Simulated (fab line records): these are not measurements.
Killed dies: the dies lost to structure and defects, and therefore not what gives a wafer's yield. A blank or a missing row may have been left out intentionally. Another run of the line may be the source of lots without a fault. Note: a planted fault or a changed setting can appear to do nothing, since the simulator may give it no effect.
Split-lot trial | flow n5-finfet | on a route of 1938 steps: 7 lots, 21 wafers read

SPLIT DETAILS
At N5_PASSIVATION_EXPOSE_07 (exposes mask TV, defocus 0 nm, target cd 3000 nm), the setting dose-mj was moved away from the recipe's 22.75 on 9 of the 21 wafers read, by -6.5% to +5.7%. All remaining wafers had this setting at the recipe value.

FROM THE SPLIT TO THE READING: what the file shows between them, 3 steps
- N5_PASSIVATION_PEB_08
- N5_PASSIVATION_DEVELOP_09: develop time 60 s
- N5_PASSIVATION_HARDBAKE_11: time 120 s

THE READING
cd-nm, in nm, at N5_PASSIVATION_CD_MEAS_10 (target cd 3000 nm). A value of 2999.4 nm with a standard deviation of 2.2 nm is what fault-free wafers of this fab line usually give.

wafer  | tool, chamber at the split | dose-mj as run | against the recipe | cd-nm, nm | against lot-mates on the recipe
L077.2 | krf-scanner-01, 0          | 23.47          | +3.2%              | 3005.3    | +8.7
L077.3 | krf-scanner-01, 0          | 22.75          | recipe             | 2996.6    | -
L077.5 | krf-scanner-01, 0          | 23.47          | +3.2%              | 3005.1    | +8.5
L080.2 | krf-scanner-01, 0          | 23.94          | +5.2%              | 3009.4    | +11.5
L080.4 | krf-scanner-01, 0          | 23.94          | +5.2%              | 3011.4    | +13.5
L080.6 | krf-scanner-01, 0          | 22.75          | recipe             | 2997.9    | -
L083.3 | krf-scanner-01, 0          | 22.1           | -2.9%              | 2990.1    | -6.0
L083.5 | krf-scanner-01, 0          | 22.1           | -2.9%              | 2993.5    | -2.6
L083.6 | krf-scanner-01, 0          | 22.75          | recipe             | 2996.1    | -
L090.1 | krf-scanner-02, 0          | 22.75          | recipe             | 2996.2    | -
L090.3 | krf-scanner-02, 0          | 22.75          | recipe             | 2998.9    | -
L090.6 | krf-scanner-02, 0          | 22.75          | recipe             | 2999.3    | -
L095.1 | krf-scanner-02, 0          | 22.75          | recipe             | 2994.7    | -
L095.2 | krf-scanner-02, 0          | 22.75          | recipe             | 2995.8    | -
L095.5 | krf-scanner-02, 0          | 22.75          | recipe             | 3002.7    | -
L096.2 | krf-scanner-01, 0          | 24.05          | +5.7%              | 3008.8    | +9.1
L096.3 | krf-scanner-01, 0          | 22.75          | recipe             | 2999.7    | -
L096.6 | krf-scanner-01, 0          | 24.05          | +5.7%              | 3008.8    | +9.1
L097.1 | krf-scanner-02, 0          | 22.75          | recipe             | 2999.9    | -
L097.2 | krf-scanner-02, 0          | 22.75          | recipe             | 2996.9    | -
L097.3 | krf-scanner-02, 0          | 21.28          | -6.5%              | 2983.7    | -14.7

THE FIT
A straight line over all 21 wafers: cd-nm changes by +2.16 nm for each +1% of dose-mj; r = +0.96; the points scatter about the line by 1.9 nm.
The same after taking each lot's own level away (the mean of its wafers on the recipe; 21 wafers): +2.05 nm for each +1%; r = +0.95; scatter 2.2 nm.
On that fit, the largest move of dose-mj shifts the reading by 13 nm.
From 2996.10 to 2999.70 nm: that is the span of the lots' own levels, equal to 1.6 times the standard deviation above.
Hence the lot-to-lot level has little effect on the slope; both slopes agree.
Check: for one of the wafers moved furthest among these (-6.5%), held out of the fit, the line's prediction against its lot-mates is -12.2 nm. It came out at -14.7 nm against them.

OTHER SPLITS APPLIED TO THESE WAFERS
These wafers also went through other splits before the reading. Each is held against what the fit with the lots' levels taken away leaves over:
other split on the same wafers | wafers away from the commonest value | r with cd-nm (lot level and that fit taken away)
N5_BEOL_M14_ILD_DEP_00 time-s  | 6                                    | +0.28
N5_BEOL_M15_ETCH_61 bias-w     | 6                                    | +0.11
N5_MIM_BOT_ETCH_ETCH_00 icp-w  | 6                                    | -0.05

FILE'S OWN FIT
cd-nm changes by +2.11 nm for each +1% of dose-mj, r = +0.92.
